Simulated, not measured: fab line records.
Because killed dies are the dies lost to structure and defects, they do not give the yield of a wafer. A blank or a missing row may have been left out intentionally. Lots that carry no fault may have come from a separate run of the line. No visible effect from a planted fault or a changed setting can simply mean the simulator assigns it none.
Split-lot study | flow n5_finfet | on a route of 1938 steps: 7 lots, 21 wafers read

## THE SPLIT ITSELF
At N5_FIN_SAQP_SPACER1_ALD_24 (deposits SiO2, target thk 20.3 nm, pulse time 1 s, purge time 2 s), the setting temp_c was moved away from the recipe's 300 C on 9 of the 21 wafers read, by -4.0% to +3.8%. All remaining wafers had this setting at the recipe value.

## THE PATH FROM SPLIT TO READING: the file shows 1 step between them
- N5_FIN_SAQP_SPACER1_ETCHBACK_25: etches SiO2 in CHF3/O2, target depth 24.4 nm, time 12.2 s

## THE READING
FIN_SAQP.cd_nm (the simulator's own value, which no gauge read), in nm, at N5_FIN_SAQP_MANDREL1_REMOVE_56 (chemistry HBr/Cl2/O2, target a-Si, stops on SiNx, bt time 10 s). No usual value for it is given in the file. Average 20.4 nm, standard deviation 0.17 nm, over the 12 wafers here run with the recipe.

wafer  | tool, chamber at the split | temp_c as run, C | against the recipe | FIN_SAQP.cd_nm, nm | against lot-mates on the recipe
L074.1 | ald_sin-04, 3              | 289.4            | -3.5%              | 21                 | +0.8
L074.5 | ald_sin-04, 3              | 289.4            | -3.5%              | 21                 | +0.8
L074.4 | ald_sin-04, 0              | 300              | recipe             | 20.2               | -
L080.3 | ald_sin-02, 3              | 288              | -4.0%              | 21.4               | +0.8
L080.5 | ald_sin-02, 2              | 288              | -4.0%              | 21.2               | +0.6
L080.6 | ald_sin-02, 3              | 300              | recipe             | 20.6               | -
L081.1 | ald_sin-02, 0,1            | 300              | recipe             | 20.4               | -
L081.2 | ald_sin-02, 2              | 289              | -3.7%              | 21.2               | +1.0
L081.5 | ald_sin-02, 0,1            | 300              | recipe             | 20                 | -
L083.1 | ald_sin-02, 2,1            | 311.3            | +3.8%              | 20                 | -0.4
L083.6 | ald_sin-02, 2,1            | 311.3            | +3.8%              | 20                 | -0.4
L083.2 | ald_sin-02, 1              | 300              | recipe             | 20.4               | -
L084.3 | ald_sin-02, 2,0            | 300              | recipe             | 20.6               | -
L084.4 | ald_sin-02, 2,0            | 300              | recipe             | 20.2               | -
L084.5 | ald_sin-02, 1              | 293.5            | -2.2%              | 20.8               | +0.4
L090.3 | ald_sin-04, 2              | 300              | recipe             | 20.4               | -
L090.4 | ald_sin-04, 0              | 300              | recipe             | 20.4               | -
L090.5 | ald_sin-04, 1              | 310.5            | +3.5%              | 20                 | -0.4
L097.1 | ald_sin-04, 1,3,1          | 300              | recipe             | 20.6               | -
L097.4 | ald_sin-04, 1,3,1          | 300              | recipe             | 20.4               | -
L097.6 | ald_sin-04, 1,3,1          | 300              | recipe             | 20.4               | -
The file does not say which wafer passed through which chamber wherever a row lists several chambers: such a row stands for several wafers.

FIT RESULTS
A straight line over all 21 wafers: FIN_SAQP.cd_nm changes by -0.165 nm for each +1% of temp_c; r = -0.91; the points scatter about the line by 0.18 nm.
The same after taking each lot's own level away (the mean of its wafers on the recipe; 21 wafers): -0.168 nm for each +1%; r = -0.93; scatter 0.16 nm.
The reading moves by 0.67 nm for the largest change in temp_c, on that fit.
From 20.20 to 20.60 nm: that is the span of the lots' own levels, equal to 2.3 times the standard deviation above.
The two slopes agree, so the slope changes little with the lot-to-lot level.
Check: for one of the wafers moved furthest among these (-4.0%), held out of the fit, the line's prediction against its lot-mates is +0.736 nm. Against them it came out at +0.8 nm.

## ADDITIONAL SPLITS CARRIED BY THESE WAFERS
Before the reading, these wafers also passed through other splits. Each is held against what the fit with the lots' levels taken away leaves over:
other split on the same wafers            | wafers away from the commonest value | r with FIN_SAQP.cd_nm (lot level and that fit taken away)
N5_ZERO_LAYER_COAT_05 spin_rpm            | 9                                    | +0.25
N5_ZERO_LAYER_EXPOSE_08 dose_mj           | 11                                   | +0.21
N5_PMOS_HMC_CHANNEL_EPI_EXPOSE_06 dose_mj | 6                                    | -0.06
N5_PMOS_HMC_CHANNEL_EPI_PEB_07 peb_temp_c | 8                                    | +0.40
N5_FIN_SAQP_ETCH_52 source_w              | 5                                    | -0.14

## THE WHOLE CHAIN: every reading that the file lists as answering this split, in the file's order
step                           | what it does                                                      | reading                                                                                 | change (the file's fit)               | r (the file's)
N5_FIN_SAQP_SPACER1_ALD_24     | deposits SiO2, target thk 20.3 nm, pulse time 1 s, purge time 2 s | SiO2_of_FIN_SAQP_SPACER1_ALD_24.thk_nm (the simulator's own value, which no gauge read) | -0.174 nm for each +1% of the setting | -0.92
N5_FIN_SAQP_MANDREL1_REMOVE_56 | chemistry HBr/Cl2/O2, target a-Si, stops on SiNx, bt time 10 s    | FIN_SAQP.cd_nm (the simulator's own value, which no gauge read)                         | -0.179 nm for each +1% of the setting | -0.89

## FILE'S OWN FIT
FIN_SAQP.cd_nm changes by -0.179 nm for each +1% of temp_c, r = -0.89.
